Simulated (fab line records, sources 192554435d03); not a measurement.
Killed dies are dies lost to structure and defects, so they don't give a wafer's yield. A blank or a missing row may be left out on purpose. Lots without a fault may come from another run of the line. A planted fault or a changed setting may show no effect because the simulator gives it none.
fab line records | flow n5_finfet
record lots=7 wafers=18 last_day=17
route steps=1938 shown BEOL_M10@1497 PASSIVATION@1936
lots that met no fault: from a run of the same line without faults
start_h: hours from the record's first day to the start of the lot's first wafer shown | wait_h: hours since the lot's step before | " the same as in the row above | L1.1+2: a row that stands for several wafers | - no value, or no start given | * or withheld: withheld | < > ~ a bound
route shown NAME@n: a module of which the file shows steps, and the number in the route of the first | usual: mean/standard deviation of fault-free wafers | same: alike in all rows | chamber/n: place in a boat | sites: the reading at each site | _std_site: their standard deviation | _edge_site: outer sites' mean less inner sites' | radius_mm: how far each site lies from the wafer's centre | mask NAME#n: copy n | behind: the tool/chamber that last shaped the wafer | hold: why the lot was held/for how many hours/how that ended | device: the transistor (n, p or np) that didn't switch | end of line: the same wafers' tests at the end of the route | a step without rows: its recipe alone | killed: dies lost to structure and defects at the first sort, not the wafer's yield | map: a wafer's dies, x killed, . not, _ none there
set.NAME: the setting as run; set.NAME@STEP: as run at that earlier step | model.NAME: the simulator's own value behind a step, which no gauge read
lots at some steps of the route; a table a step, a row a wafer
services: from which hour (start_h, from the record's first day; less than 0 if before it) a tool's chamber was out of use, for how many hours, and why
## steps
# step N5_BEOL_M10_EBR_24
# recipe solvent=PGMEA ebr_width_mm=1.5
# step N5_BEOL_M10_SOFTBAKE_23
# recipe temp_c=110 time_s=60 resist=CAR-ArF
# step N5_BEOL_M10_EXPOSE_25
# recipe mask_id=V9 na=1.35 source_shape=annular sigma_inner=0.5 sigma_outer=0.8 polarization=unpolarized dose_mj=85.5
# step N5_BEOL_M10_PEB_26
# recipe peb_temp_c=withheld peb_time_s=60 resist=CAR-ArF
# step N5_BEOL_M10_DEVELOP_27
# recipe develop_time_s=30 developer=TMAH resist=CAR-ArF rinse_liquid=diw dry=air_spin dev_temp_c=23
# step N5_BEOL_M10_CD_MEAS_28
# recipe target_cd_nm=70 landing_energy_ev=500 detector=se_inlens polarity=opening
# usual cd_nm=70.5/0.97
# columns lot.wafer tool chamber start_h wait_h cd_nm
L805.2 cd_sem-01 0 206.62 - 71.7
L805.3 " 0 " " 72.3
L805.5 " 0 " " 71.3
L806.3 cd_sem-02 0 216.64 - 71.3
L806.5 " 0 " " 71.5
L806.6 " 0 " " 70.4
L823.4 cd_sem-02 0 337.93 - 68.2
L823.6 " 0 " " 68.9
L826.4 cd_sem-02 0 342.42 - 70.6
L826.6 " 0 " " 70.2
L825.1 cd_sem-02 0 344.62 - 70.8
L825.4 " 0 " " 70.1
L827.2 cd_sem-03 0 348.85 - 69.9
L827.3 " 0 " " 68.9
L827.6 " 0 " " 70.6
L828.1 cd_sem-03 0 357.88 - 71.1
L828.3 " 0 " " 72.3
L828.6 " 0 " " 71.7
# step N5_BEOL_M10_OVL_MEAS_29
# recipe points_per_wafer=44
# usual V9_OVL=-0.3/0.62
# columns lot.wafer tool chamber start_h wait_h V9_OVL[nm]
L805.2 overlay-02 0 206.65 0.0 -0.7
L805.3 " 0 " " -0.7
L805.5 " 0 " " 0.4
L806.3 overlay-02 0 216.67 0.0 -0.8
L806.5 " 0 " " -1.3
L806.6 " 0 " " -0.5
L823.4 overlay-02 0 337.95 0.0 -0.5
L823.6 " 0 " " -0.5
L826.4 overlay-02 0 342.45 0.0 -0.1
L826.6 " 0 " " 1.0
L825.1 overlay-01 0 344.65 0.0 -1.2
L825.4 " 0 " " -1.2
L827.2 overlay-01 0 348.88 0.0 -0.6
L827.3 " 0 " " -0.1
L827.6 " 0 " " -0.2
L828.1 overlay-01 0 357.91 0.0 -0.1
L828.3 " 0 " " -0.5
L828.6 " 0 " " -0.5
# step N5_BEOL_M10_INSPECT_30
# recipe mode=adi inspect_instrument=brightfield
# usual raw_defect_count=361/87
# columns lot.wafer tool chamber start_h wait_h raw_defect_count
L805.2 defect_inspect-02 - 206.67 0.0 376
L805.3 " - " " 368
L805.5 " - " " 419
L806.3 defect_inspect-02 - 216.70 0.0 367
L806.5 " - " " 394
L806.6 " - " " 384
L823.4 defect_inspect-01 - 337.98 0.0 441
L823.6 " - " " 226
L826.4 defect_inspect-01 - 342.47 0.0 267
L826.6 " - " " 286
L825.1 defect_inspect-02 - 344.67 0.0 487
L825.4 " - " " 350
L827.2 defect_inspect-01 - 348.90 0.0 436
L827.3 " - " " 475
L827.6 " - " " 429
L828.1 defect_inspect-01 - 357.94 0.0 469
L828.3 " - " " 455
L828.6 " - " " 372
# step N5_BEOL_M10_DESCUM_33
# recipe chemistry=O2 time_s=7.9 source_power_w=50 bias_power_w=20 pressure_mtorr=20 rf_frequency_hz=2.712e+07 temp_c=40 resist=CAR-ArF o2_flow_sccm=225
# usual drypump_motor_current_A=5.7/0.47 oes_product_au=0.81/0.076 rf_fwd_power_W=49.41/0.18 rf_vpp_V=242.9/1.5 showerhead_plenum_p_Torr=2.08/0.076 throttle_valve_pct=20.44/0.29
# columns lot.wafer tool chamber start_h wait_h drypump_motor_current_A oes_product_au rf_fwd_power_W rf_hours_counter_h rf_vpp_V showerhead_plenum_p_Torr throttle_valve_pct
L805.2 rie_diel-01 2 206.95 0.3 6.2 0.92 49.41 16 244.1 2.13 20.22
L805.3 " 1 " " 5.0 0.71 49.49 187 241.0 2.02 21.09
L805.5 " 2 " " 6.2 0.92 49.41 - 242.4 2.13 20.21
L806.3 rie_diel-02 2 216.87 0.2 5.8 0.87 49.35 36 242.5 2.13 20.30
L806.5 " 0 " " 5.5 0.87 49.39 - 244.9 2.23 20.41
L806.6 " 3 " " 6.1 0.95 49.10 - 242.4 2.04 20.31
L823.4 rie_diel-02 2 338.01 0.0 5.7 0.81 49.34 78 244.6 2.12 20.38
L823.6 " 1 " " 6.3 0.73 49.53 - 241.3 2.01 20.39
L826.4 rie_diel-02 1 342.50 0.0 6.3 0.73 49.29 206 241.5 2.01 20.38
L826.6 " 0 " " 5.5 0.82 49.66 - 243.2 2.21 20.47
L825.1 rie_diel-02 0 344.75 0.1 5.5 0.82 49.66 96 243.6 2.21 20.47
L825.4 " 3 " " 6.1 0.86 49.08 - 240.3 2.02 20.39
L827.2 rie_diel-01 2 349.15 0.2 6.2 0.84 49.49 69 243.2 2.11 20.32
L827.3 " 0 " " 4.7 0.94 49.40 9 242.2 2.04 19.92
L827.6 " 3 " " 5.4 0.81 49.39 - 242.2 2.01 20.27
L828.1 rie_diel-01 3 358.03 0.1 5.4 0.81 49.52 93 242.3 2.01 20.29
L828.3 " 0 " " 4.7 0.93 49.68 13 242.2 2.03 19.94
L828.6 " 2 " " 6.2 0.83 49.72 - 244.0 2.11 20.31
# step N5_BEOL_M10_ETCH_65
# recipe chemistry=CF4 target=SiARC target_depth_a=390 mask_material=CAR-ArF time_s=65 ion_energy_ev=80 pressure_mtorr=40 source_w=545 bias_w=36 Ar_flow_sccm=100 cf4_flow_sccm=100 ends=cleared
# usual drypump_motor_current_A=5.7/0.47 etch_rf_on_time_s=64.0/1.6 oes_product_au=0.69/0.064 rf_fwd_power_W=538.5/2.3 rf_vpp_V=183.8/1.2 showerhead_plenum_p_Torr=2.13/0.074 throttle_valve_pct=15.62/0.22
# columns lot.wafer tool chamber start_h wait_h drypump_motor_current_A etch_rf_on_time_s oes_product_au rf_fwd_power_W rf_hours_counter_h rf_vpp_V showerhead_plenum_p_Torr throttle_valve_pct
L805.2 rie_diel-01 2 206.98 0.0 6.2 64.7 0.79 538.8 16 184.9 2.19 15.45
L805.3 " 1 " " 5.0 65.6 0.62 534.8 187 181.6 2.04 16.01
L805.5 " 2 " " 6.2 65.2 0.80 539.0 - 183.8 2.19 15.46
L806.3 rie_diel-02 2 216.90 0.0 5.8 64.5 0.75 536.7 36 182.5 2.19 15.48
L806.5 " 0 " " 5.5 63.1 0.75 539.6 - 184.8 2.27 15.50
L806.6 " 3 " " 6.1 63.5 0.81 536.7 - 183.7 2.10 15.53
L823.4 rie_diel-02 2 338.05 0.0 5.8 64.2 0.69 535.7 78 184.4 2.18 15.57
L823.6 " 1 " " 6.3 65.4 0.62 539.3 - 181.6 2.06 15.61
L826.4 rie_diel-02 1 342.54 0.0 6.4 65.9 0.62 541.0 206 181.5 2.06 15.62
L826.6 " 0 " " 5.5 63.6 0.70 539.7 - 186.2 2.26 15.60
L825.1 rie_diel-02 0 344.79 0.0 5.5 63.2 0.70 539.0 96 184.4 2.26 15.59
L825.4 " 3 " " 6.1 64.1 0.73 531.3 - 183.3 2.09 15.61
L827.2 rie_diel-01 2 349.19 0.0 6.2 65.6 0.71 540.3 69 184.3 2.18 15.57
L827.3 " 0 " " 4.7 65.4 0.79 540.4 9 184.4 2.10 15.19
L827.6 " 3 " " 5.4 65.6 0.70 537.5 - 182.8 2.08 15.49
L828.1 rie_diel-01 3 358.06 0.0 5.4 65.7 0.69 539.9 93 184.0 2.08 15.49
L828.3 " 0 " " 4.7 64.5 0.80 538.8 13 184.0 2.09 15.19
L828.6 " 2 " " 6.2 65.4 0.71 539.4 - 184.7 2.17 15.53
# step N5_BEOL_M10_ETCH_66
# recipe chemistry=N2/H2 target=SOC target_depth_a=1200 overetch_a=240 mask_material=SiARC temp_c=40 time_s=180 ion_energy_ev=200 pressure_mtorr=30 source_w=840 bias_w=150 n2_flow_sccm=200 h2_flow_sccm=200
# usual drypump_motor_current_A=5.7/0.47 n2_flow_sccm=200.0/0.59 oes_product_au=0.65/0.058 rf_fwd_power_W=836.8/2.4 rf_vpp_V=523.5/2.6 run_length_s=203.2/0.35 showerhead_plenum_p_Torr=2.53/0.092 throttle_valve_pct=17.84/0.29
# columns lot.wafer tool chamber start_h wait_h drypump_motor_current_A n2_flow_sccm oes_product_au rf_fwd_power_W rf_hours_counter_h rf_vpp_V run_length_s showerhead_plenum_p_Torr throttle_valve_pct
L805.2 rie_diel-01 2 207.03 0.0 6.2 200.1 0.74 837.5 16 524.2 202.8 2.59 17.62
L805.3 " 1 " " 5.0 200.3 0.59 834.7 187 520.2 202.9 2.44 18.40
L805.5 " 2 " " 6.2 199.0 0.75 840.5 - 524.8 203.0 2.59 17.63
L806.3 rie_diel-02 2 216.95 0.0 5.8 200.9 0.70 839.1 36 523.9 203.8 2.61 17.78
L806.5 " 0 " " 5.5 198.9 0.70 839.8 - 529.6 203.5 2.70 17.80
L806.6 " 3 " " 6.1 200.2 0.75 835.8 - 522.7 203.2 2.47 17.62
L823.4 rie_diel-02 2 338.10 0.0 5.8 200.6 0.66 834.3 78 524.5 203.5 2.59 17.87
L823.6 " 1 " " 6.3 199.0 0.59 831.2 - 521.8 203.3 2.43 17.73
L826.4 rie_diel-02 1 342.59 0.0 6.3 200.5 0.59 838.7 206 519.7 203.7 2.42 17.73
L826.6 " 0 " " 5.5 199.1 0.66 839.3 - 526.6 203.2 2.68 17.88
L825.1 rie_diel-02 0 344.84 0.0 5.6 199.0 0.66 834.0 96 527.4 203.9 2.68 17.88
L825.4 " 3 " " 6.1 199.9 0.69 838.7 - 523.8 202.9 2.45 17.71
L827.2 rie_diel-01 2 349.24 0.0 6.2 200.7 0.67 834.0 70 524.7 202.8 2.57 17.72
L827.3 " 0 " " 4.7 200.4 0.76 838.5 9 522.9 202.8 2.51 17.48
L827.6 " 3 " " 5.4 200.5 0.67 838.0 - 522.9 203.2 2.44 17.70
L828.1 rie_diel-01 3 358.11 0.0 5.4 200.4 0.67 833.2 93 521.2 202.7 2.44 17.70
L828.3 " 0 " " 4.7 199.1 0.75 839.9 13 523.5 202.9 2.51 17.48
L828.6 " 2 " " 6.2 199.9 0.67 840.6 - 524.7 202.8 2.57 17.74
# step N5_BEOL_M10_STRIP_69
# recipe chemistry=N2/H2 temp_c=40 n2_flow_sccm=200 h2_flow_sccm=200 rf_frequency_hz=6e+07
# step N5_BEOL_M10_VIA_ETCH_34
# recipe chemistry=C4F6/O2 target=SiCOH_lowk target_depth_a=1845 mask_material=SOC taper_deg=4 time_s=69.2 ion_energy_ev=250 pressure_mtorr=30 source_w=345 bias_w=185 Ar_flow_sccm=300 C4F6_flow_sccm=10 O2_flow_sccm=10
# usual drypump_motor_current_A=5.7/0.47 oes_product_au=0.81/0.076 rf_fwd_power_W=342.4/1.1 rf_vpp_V=659/13 run_length_s=92.5/0.33 showerhead_plenum_p_Torr=2.84/0.1 throttle_valve_pct=20.96/0.25
# columns lot.wafer tool chamber start_h wait_h drypump_motor_current_A oes_product_au rf_fwd_power_W rf_hours_counter_h rf_vpp_V run_length_s showerhead_plenum_p_Torr throttle_valve_pct model.etch.depth_nm model.SOC_of_BEOL_M10_COAT_63.thk_nm
L805.2 rie_diel-01 2 207.15 0.0 6.2 0.93 343.1 16 661 92.4 2.92 20.83 184.3 92.2
L805.3 " 1 " " 5.0 0.72 342.6 187 668 91.9 2.73 21.39 181.8 92
L805.5 " 2 " " 6.2 0.92 342.1 - 663 91.9 2.92 20.84 184.2 92.2
L806.3 rie_diel-02 2 217.08 0.0 5.8 0.87 343.6 36 684 92.7 2.91 20.85 185.4 92
L806.5 " 0 " " 5.6 0.87 342.4 - 650 92.8 3.04 20.98 187.8 91.6
L806.6 " 3 " " 6.1 0.93 341.3 - 654 92.3 2.79 20.87 189 92
L823.4 rie_diel-02 2 338.22 0.0 5.8 0.82 342.3 78 683 100.1 2.89 20.92 207.7 91
L823.6 " 1 " " 6.3 0.72 341.6 - 643 92.6 2.74 20.89 181.5 92
L826.4 rie_diel-02 1 342.71 0.0 6.3 0.73 341.7 206 644 99.7 2.74 20.91 201.9 91.6
L826.6 " 0 " " 5.6 0.82 342.1 - 648 92.4 3.02 21.05 187.6 91.8
L825.1 rie_diel-02 0 344.96 0.0 5.5 0.81 341.7 96 649 92.8 3.02 21.04 186.7 91.4
L825.4 " 3 " " 6.1 0.85 340.2 - 652 99.4 2.77 20.94 204.1 90.8
L827.2 rie_diel-01 2 349.36 0.0 6.2 0.82 342.1 70 661 92.1 2.89 20.88 181.1 91.2
L827.3 " 0 " " 4.7 0.94 342.6 9 654 92.4 2.77 20.40 185.9 91.4
L827.6 " 3 " " 5.4 0.82 343.4 - 681 92.0 2.76 20.82 183.8 91.2
L828.1 rie_diel-01 3 358.24 0.0 5.4 0.82 343.1 93 682 92.1 2.76 20.83 184.2 92.2
L828.3 " 0 " " 4.7 0.92 341.7 13 655 92.4 2.77 20.41 185.1 92.2
L828.6 " 2 " " 6.2 0.83 343.1 - 661 92.2 2.89 20.92 183.6 92.4
# step N5_BEOL_M10_STRIP_73
# recipe chemistry=C4F6/O2 resist=SiARC rf_frequency_hz=6e+07
# step N5_PASSIVATION_PROBE_49
# usual defect_limited_yield=91.0/1.5 killed_at_M0_to_M3=34/11 killed_at_M4_up=14/5.3 killed_at_contacts=13/7 killed_at_front_end=41/13 killed_at_other=4/3.1 killed_dies=106/17 killed_open=70/12 killed_short=35/8 sort_bin_4_leakage=0.00/0.007 sort_bin_5_function=5.2/0.98 sort_bin_6_memory=3.4/0.69 sort_bin_8_speed=0.00/0.007 sort_n_pass=1074/17 sort_yield_pct=91.0/1.5
# same gross_dies=1180 killed_at_back_side=0
# columns lot.wafer tool chamber start_h wait_h defect_limited_yield[%] killed_at_M0_to_M3 killed_at_M4_up killed_at_contacts killed_at_front_end killed_at_other killed_dies killed_open killed_short sort_bin_4_leakage[%] sort_bin_5_function[%] sort_bin_6_memory[%] sort_bin_8_speed[%] sort_n_pass sort_yield_pct[%]
L805.2 prober-02 - 258.43 0.1 90.9 16 16 19 49 7 107 68 37 0.08 5.5 3.2 0 1072 90.8
L805.3 prober-02 - 258.48 0.1 92.8 28 8 7 35 7 85 56 28 0 4.2 2.5 0 1095 92.8
L805.5 prober-02 - 258.58 0.2 90.9 30 11 16 49 1 107 74 33 0 5.7 3.1 0 1073 90.9
L806.3 prober-02 - 267.24 0.1 93.2 15 16 19 27 3 80 55 25 0 4.0 2.6 0 1100 93.2
L806.5 prober-02 - 267.34 0.2 93.1 32 14 10 25 1 82 56 24 0 3.9 2.6 0 1098 93.1
L806.6 prober-02 - 267.39 0.3 92.5 22 20 18 28 1 89 56 25 0 3.8 3.1 0 1091 92.5
L823.4 prober-02 - 392.77 0.2 90.4 27 15 5 62 4 113 71 41 0 4.7 4.7 0 1067 90.4
L823.6 prober-02 - 392.87 0.3 90.7 34 16 9 42 9 110 69 39 0 4.7 4.1 0 1070 90.7
L826.4 prober-01 - 393.46 0.2 92.0 16 8 10 59 1 94 68 23 0 5.5 1.9 0 1086 92.0
L826.6 prober-01 - 393.56 0.3 88.0 42 19 8 65 8 142 94 46 0 6.4 5.2 0 1038 88.0
L825.1 prober-01 - 397.95 0.0 91.4 41 10 8 40 2 101 65 35 0 5.6 2.7 0 1079 91.4
L827.2 prober-02 - 404.85 0.1 90.1 51 12 19 35 0 117 81 34 0 6.4 3.1 0 1063 90.1
L827.3 prober-02 - 404.90 0.1 88.6 71 9 19 36 0 135 95 38 0 6.8 4.3 0 1045 88.6
L827.6 prober-02 - 405.05 0.3 90.6 56 10 11 31 3 111 68 42 0 5.3 3.8 0 1069 90.6
# killed by level:class
L805.2 MOL_CONTACT_COAG:geometric_particle:open=16 FIN_SAQP:geometric_particle:open=11 DUMMY_GATE:geometric_particle:open=11 BEOL_M4:geometric_particle:open=9 FIN_SAQP:geometric_particle:short=7 BEOL_M0_SAQP:geometric_particle:short=6 ILD0:geometric_particle:open=4 GATE_CUT:geometric_particle:open=4
L805.3 FIN_SAQP:geometric_particle:short=8 BEOL_M3:geometric_particle:open=8 DUMMY_GATE:geometric_particle:open=7 BEOL_M0_SAQP:geometric_particle:open=6 BEOL_M2:geometric_particle:open=6 BEOL_M4:geometric_particle:open=6 FIN_SAQP:geometric_particle:open=5 MOL_CONTACT_COAG:geometric_particle:open=5
L805.5 MOL_CONTACT_COAG:geometric_particle:open=14 DUMMY_GATE:geometric_particle:open=12 FIN_SAQP:geometric_particle:open=10 BEOL_M0_SAQP:geometric_particle:short=7 BEOL_M2:geometric_particle:open=7 FIN_SAQP:geometric_particle:short=5 STI_FIN_REVEAL:geometric_particle:open=5 BEOL_M0_SAQP:geometric_particle:open=5
L806.3 MOL_CONTACT_COAG:geometric_particle:open=15 FIN_SAQP:geometric_particle:open=7 BEOL_M4:geometric_particle:open=7 BEOL_M0_SAQP:geometric_particle:open=6 FIN_SAQP:geometric_particle:short=4 MOL_CONTACT_COAG:geometric_particle:short=4 BEOL_M1:geometric_particle:open=4 BEOL_M0_SAQP:geometric_particle:short=3
L806.5 BEOL_M0_SAQP:geometric_particle:open=12 MOL_CONTACT_COAG:geometric_particle:open=10 FIN_SAQP:geometric_particle:short=7 BEOL_M2:geometric_particle:open=7 BEOL_M0_SAQP:geometric_particle:short=5 FIN_SAQP:geometric_particle:open=4 BEOL_M3:geometric_particle:short=3 BEOL_M5:geometric_particle:open=3
L806.6 MOL_CONTACT_COAG:geometric_particle:open=14 BEOL_M0_SAQP:geometric_particle:short=8 FIN_SAQP:geometric_particle:open=6 FIN_SAQP:geometric_particle:short=6 BEOL_M0_SAQP:geometric_particle:open=6 BEOL_M4:geometric_particle:open=6 HKMG_FIN:area_etch=5 MOL_CONTACT_COAG:geometric_particle:short=4
L823.4 STI_FIN_REVEAL:geometric_particle:open=28 STI_FIN_REVEAL:geometric_particle:short=10 BEOL_M0_SAQP:geometric_particle:short=8 BEOL_M3:geometric_particle:open=8 GATE_CUT:geometric_particle:short=7 FIN_SAQP:geometric_particle:open=5 BEOL_M0:geometric_particle:open=5 BEOL_M5:geometric_particle:open=5
L823.6 STI_FIN_REVEAL:geometric_particle:open=16 BEOL_M0_SAQP:geometric_particle:short=14 MOL_CONTACT_COAG:geometric_particle:open=8 BEOL_M2:geometric_particle:open=8 STI_FIN_REVEAL:geometric_particle:short=5 GATE_CUT:geometric_particle:open=5 GATE_CUT:geometric_particle:short=4 BEOL_M4:geometric_particle:open=4
L826.4 STI_FIN_REVEAL:geometric_particle:open=21 FIN_SAQP:geometric_particle:open=13 FIN_SAQP:geometric_particle:short=10 MOL_CONTACT_COAG:geometric_particle:open=9 STI_FIN_REVEAL:geometric_particle:short=5 BEOL_M0_SAQP:geometric_particle:open=4 DUMMY_GATE:geometric_particle:open=4 BEOL_M0_SAQP:geometric_particle:short=3
L826.6 STI_FIN_REVEAL:geometric_particle:open=19 BEOL_M4:geometric_particle:open=13 BEOL_M0_SAQP:geometric_particle:open=13 FIN_SAQP:geometric_particle:open=11 FIN_SAQP:geometric_particle:short=11 BEOL_M0_SAQP:geometric_particle:short=8 BEOL_M2:geometric_particle:open=8 MOL_CONTACT_COAG:geometric_particle:open=5
L825.1 FIN_SAQP:geometric_particle:open=13 FIN_SAQP:geometric_particle:short=11 BEOL_M2:geometric_particle:open=9 BEOL_M1:geometric_particle:open=8 MOL_CONTACT_COAG:geometric_particle:open=7 BEOL_M0_SAQP:geometric_particle:short=6 BEOL_M3:geometric_particle:open=6 BEOL_M0_SAQP:geometric_particle:open=5
L827.2 MOL_CONTACT_COAG:geometric_particle:open=15 BEOL_M0_SAQP:geometric_particle:open=13 FIN_SAQP:geometric_particle:open=11 BEOL_M2:geometric_particle:open=11 BEOL_M0_SAQP:geometric_particle:short=7 BEOL_M1:geometric_particle:open=7 BEOL_M4:geometric_particle:open=6 STARTING-WAFER:geometric_particle:short=6
L827.3 BEOL_M2:geometric_particle:open=22 MOL_CONTACT_COAG:geometric_particle:open=14 BEOL_M1:geometric_particle:open=12 BEOL_M0_SAQP:geometric_particle:short=12 FIN_SAQP:geometric_particle:open=11 BEOL_M0_SAQP:geometric_particle:open=11 DUMMY_GATE:geometric_particle:open=9 MOL_CONTACT_COAG:geometric_particle:short=5
L827.6 FIN_SAQP:geometric_particle:open=17 BEOL_M0_SAQP:geometric_particle:short=15 BEOL_M2:geometric_particle:open=12 BEOL_M0_SAQP:geometric_particle:open=10 FIN_SAQP:geometric_particle:short=10 MOL_CONTACT_COAG:geometric_particle:open=7 BEOL_M4:geometric_particle:open=6 BEOL_M1:geometric_particle:open=6
## services
# columns tool chamber start_h hours kind
rie_diel-02 2 235.45 2.4 repair
rie_diel-01 3 246.14 18.9 repair
rie_diel-01 2 299.37 5.1 repair
rie_diel-01 0 304.44 - clean
rie_diel-01 0 304.44 - consumable_replace:focus_ring
rie_diel-01 0 304.44 18.2 scheduled_down
rie_diel-01 0 304.44 18.2 vent_cycle
rie_diel-01 - 311.59 0.2 repair
rie_diel-02 2 343.93 4.8 repair
## key
first_sign step=N5_BEOL_M10_VIA_ETCH_34 reading=run_length_s direction=up sigmas=22 usual=* struck=*
effect none on later readings
model_effect step=N5_BEOL_M10_VIA_ETCH_34 value=etch.depth_nm without=185.6 struck=204.6
met_at N5_BEOL_M10_VIA_ETCH_34
struck_wafers L823.4,L825.4,L826.4
onset_between 217.08 338.22
fault kind=process_parameter_drift tool=rie_diel-02 chamber=- onset_h=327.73 steps=N5_BEOL_M10_VIA_ETCH_34 channel=time_s offset=* shape=step end_h=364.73 scope=struck_wafers_only acts_in=* stated=*
